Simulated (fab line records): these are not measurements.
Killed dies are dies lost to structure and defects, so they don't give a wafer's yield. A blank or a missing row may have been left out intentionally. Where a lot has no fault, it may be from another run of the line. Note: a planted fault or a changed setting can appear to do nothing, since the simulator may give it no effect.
A lot that was struck, set against a sound lot | flow nand_harc | 14 out of 1302 route steps
Sound: wafers L767.1, L767.5, L767.6. The struck wafers were L771.2, L771.3, L771.5. The cause is named last.
Each step with rows lists, per side, the tool, then ch with its chambers, then its first start. Under that, the readings that differ: sound wafers | struck wafers | difference of the means | sigmas: that difference in standard deviations of wafers without a fault.
alike: a reading whose means differ by less than 2 such deviations, as well as words and numbers matching on both sides. not compared: withheld readings; readings where some wafer has no value; bounds like >300 that might hide an equal value; numbers whose values overlap and for which the record gives no deviation.
The two part at a step that has a row with sigmas, a row that says differs or no value, or rows on one side only. Numbers that have no deviation but don't overlap get no sigmas and don't part them. Lack of a reading on every wafer of one side parts them only where that side has two or more wafers.

first, 9 steps without rows for these wafers: NHARC_A_STAIRCASE_DEHYDRATE_209 (time 120 s); NHARC_A_STAIRCASE_HMDS_210 (time 30 s); NHARC_A_STAIRCASE_COAT_211; NHARC_A_STAIRCASE_SOFTBAKE_212 (time 170 s); NHARC_A_STAIRCASE_EBR_213; NHARC_A_STAIRCASE_EXPOSE_214 (exposes mask STAIR 3); NHARC_A_STAIRCASE_PEB_215 (peb time 130 s); NHARC_A_STAIRCASE_DEVELOP_216 (time 140 s); NHARC_A_STAIRCASE_HARDBAKE_218 (time 140 s).
NHARC_A_STAIRCASE_DESCUM_219: chemistry O2, time 3 s.
  sound on rie_diel-08 ch 1,2,3, day 17 12:53; struck on rie_diel-08 ch 2,3, day 19 11:53
  alike: chamber_pressure_mTorr, drypump_motor_current_A, oes_product_au, rf_vpp_V, showerhead_plenum_p_Torr, throttle_valve_pct
  not compared: rf_hours_counter_h
NHARC_A_STAIRCASE_TRIM_220: chemistry O2, time 211.2 s.
  sound on rie_diel-08 ch 1,2, day 17 12:57; struck on rie_diel-08 ch 1,2,3, day 19 12:01
  alike: chamber_pressure_mTorr, drypump_motor_current_A, oes_product_au, rf_vpp_V, showerhead_plenum_p_Torr, throttle_valve_pct
  not compared: rf_hours_counter_h
NHARC_A_STAIRCASE_ETCH_221: etches the open film in C4F8/O2, target depth 100 nm, time 40.5 s.
  sound on rie_diel-08 ch 1,2, day 17 13:07; struck on rie_diel-08 ch 0,1,3, day 19 12:08
  reading            | sound             | struck         | difference                    | sigmas
  rf_fwd_power_W (W) | 595.5 592.3 594.5 | - - -          | no value on the struck wafers |
  run_length_s (s)   | 62.4 62.8 62.2    | 44.2 45.8 45.2 | -17.4                         | -37
  alike: chamber_pressure_mTorr, oes_product_au, rf_vpp_V
  not compared: rf_hours_counter_h
NHARC_A_STAIRCASE_TRIM_222: chemistry O2, time 211.2 s.
  sound on rie_diel-08 ch 0,1,3; struck on rie_diel-08 ch 1,2
  alike: chamber_pressure_mTorr, drypump_motor_current_A, oes_product_au, rf_vpp_V, showerhead_plenum_p_Torr, throttle_valve_pct
  not compared: rf_hours_counter_h
-- record jumps: 8 days between struck wafers' starts before vs after; left off in module A_STAIRCASE, resumes in module END, first step shown is number 1302 of the route --
NHARC_END_SORT_01:
  at this point the record logs the struck wafers (prober-01 ch 0, day 27 07:31) and has no rows for the sound ones

## WHERE THEY PART
At NHARC_A_STAIRCASE_ETCH_221 first; at NHARC_END_SORT_01 last (within this record only).

WHY: whatever the simulator had introduced
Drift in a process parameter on rie_diel-08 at NHARC_A_STAIRCASE_ETCH_221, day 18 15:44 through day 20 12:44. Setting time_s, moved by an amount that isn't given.
